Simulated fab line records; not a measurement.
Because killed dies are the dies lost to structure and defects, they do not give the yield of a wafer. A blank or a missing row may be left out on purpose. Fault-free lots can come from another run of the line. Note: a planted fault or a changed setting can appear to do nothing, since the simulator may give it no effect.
Struck lot and sound lot, side by side | flow n5Finfet | 38 out of 1938 route steps
Sound: wafers L354.2, L354.4, L354.6. Struck: wafer L353.3; the same lot's L353.6 was not struck, so it is left out; see the end for the cause.
Each step with rows lists, per side, the tool, then ch with its chambers, then its first start. Under that, the readings that differ: sound wafers | struck wafers | difference of the means | sigmas: that difference in standard deviations of wafers without a fault.
alike: a reading whose means differ by less than 2 such deviations, as well as words and numbers matching on both sides. not compared: withheld readings; readings where some wafer has no value; bounds like >300 that might hide an equal value; numbers whose values overlap and for which the record gives no deviation.
Wherever a step has rows on one side only, a row that says differs or no value, or a row with sigmas, the two part there. Non-overlapping numbers with no deviation appear without sigmas and do not part them. A reading missing from all wafers of one side parts the sides only when that side holds two or more wafers.

first, 9 steps without rows for these wafers: N5_BEOL_M4_ANNEAL_95 (time 240 s); N5_BEOL_M4_SPUTTER_96 (material Cu, target thk 4.5 nm, time 8.29 s); N5_BEOL_M4_ECD_50 (material Cu, target thk 300 nm); N5_BEOL_M4_ANNEAL_51 (time 90 s); N5_BEOL_M4_CMP_52 (polishes, stops on SiOC, t overpolish 6.8 s, target thk 40 nm); N5_BEOL_M4_PRE_CLEAN_60 (time 15 s); N5_BEOL_M4_CO_CAP_55 (material Co, precursor CCTBA/H2, target thk 2 nm, time 102.1 s); N5_BEOL_M4_PRE_CLEAN_56 (time 15 s); N5_BEOL_M4_DEP_57 (deposits SiCN from 3MS/NH3, target thk 8 nm, time 14 s).
N5_BEOL_M4_RC_MEAS_101:
  sound on prober-02 ch 0, day 14 12:19; struck on prober-01 ch 0, day 14 12:02
reading       | sound          | struck | difference | sigmas
SS_N (mV/dec) | 71.3 71.3 71.8 | 72.8   | +1.3       | +3
  alike: DIBL_N, DIBL_P, IOFF_N, IOFF_P, ION_N, ION_P, SS_P, VT_N, VT_P
then, 24 steps without rows for these wafers: N5_BEOL_M5_ILD_DEP_00 (deposits SiCOH lowk from DEMS/porogen, target thk 140.64 nm, time 25.9 s); N5_BEOL_M5_CURE_79 (cures SiCOH lowk, time 240 s); N5_BEOL_M5_PECVD_70 (deposits SiO2 from TEOS/O2, target thk 16 nm, time 18 s); N5_BEOL_M5_HM_DEP_02 (deposits TiN, target thk 20 nm); N5_BEOL_M5_COAT_59 (time 60 s, resist thk 60 nm); N5_BEOL_M5_COAT_60 (time 60 s, resist thk 12 nm); N5_BEOL_M5_COAT_71 (time 60 s, resist thk 5 nm); N5_BEOL_M5_COAT_05 (resist thk 30 nm); N5_BEOL_M5_EBR_07; N5_BEOL_M5_SOFTBAKE_06 (time 60 s); N5_BEOL_M5_EXPOSE_08 (exposes mask M5, target cd 28 nm); N5_BEOL_M5_PEB_09 (peb time 60 s); N5_BEOL_M5_DEVELOP_10 (develop time 30 s); N5_BEOL_M5_DESCUM_16 (chemistry O2, time 7 s); N5_BEOL_M5_ETCH_72 (etches underlayer in N2/H2, target depth 6.5 nm, time 5.2 s); N5_BEOL_M5_ETCH_61 (etches SiARC in CF4, target depth 15.6 nm, time 26 s); N5_BEOL_M5_ETCH_62 (etches SOC in N2/H2, target depth 75 nm, overetch 15 nm, time 112.5 s); N5_BEOL_M5_STRIP_63 (strips in N2/H2); N5_BEOL_M5_STRIP_73 (strips in N2/H2); N5_BEOL_M5_STRIP_64 (strips in CF4); N5_BEOL_M5_HM_OPEN_17 (chemistry Cl2/BCl3, target TiN, target depth 20 nm, overetch 6 nm); N5_BEOL_M5_STRIP_19 (strips in O2); N5_BEOL_M5_COAT_65 (time 60 s, resist thk 60 nm); N5_BEOL_M5_COAT_66 (time 60 s, resist thk 12 nm).
N5_BEOL_M5_CMP_52: polishes, stops on SiCOH lowk, t overpolish 6.9 s, target thk 62 nm.
  sound on cmp-03 ch 0,2, day 15 01:25; struck on cmp-02 ch 2, day 15 01:32
reading                   | sound             | struck | difference | sigmas
barrierFieldEndpointS (s) | 24.3 24.1 24.0    | 41.4   | +17.3      | +28
overpolishRunS (s)        | 6.898 6.914 6.894 | 0.044  | -6.858     | -99 or more
timeToEndpointS (s)       | 62 61 62          | 81     | +19        | +6
  alike: motorCurrentA
N5_BEOL_M5_THK_MEAS_53: measures by xrf.
  struck on filmMetro-02, day 15 01:47; sound on filmMetro-02, day 15 01:40
reading     | sound          | struck | difference | sigmas
M5_THK (nm) | 64.7 63.4 62.7 | 178.7  | +115.1     | +72
N5_BEOL_M5_INSPECT_58: inspects for defects (darkfield).
  struck on defectInspect-01, day 15 02:05; sound on defectInspect-01, day 15 01:58
reading        | sound    | struck | difference | sigmas
rawDefectCount | 46 93 80 | 1966   | +1893      | +76
-- here the record skips 4 days between the struck wafers' starts before and after, leaving off in module BEOL_M5 and picking up in module PASSIVATION (first step shown: number 1936 of the route) --
N5_PASSIVATION_PROBE_49:
  rows exist in the record for the struck wafers here (prober-02, day 19 06:08), but not for the sound ones

## WHERE THEY PART
Earliest at N5_BEOL_M4_RC_MEAS_101; latest, in this record, at N5_PASSIVATION_PROBE_49.

WHY: whatever the simulator had introduced
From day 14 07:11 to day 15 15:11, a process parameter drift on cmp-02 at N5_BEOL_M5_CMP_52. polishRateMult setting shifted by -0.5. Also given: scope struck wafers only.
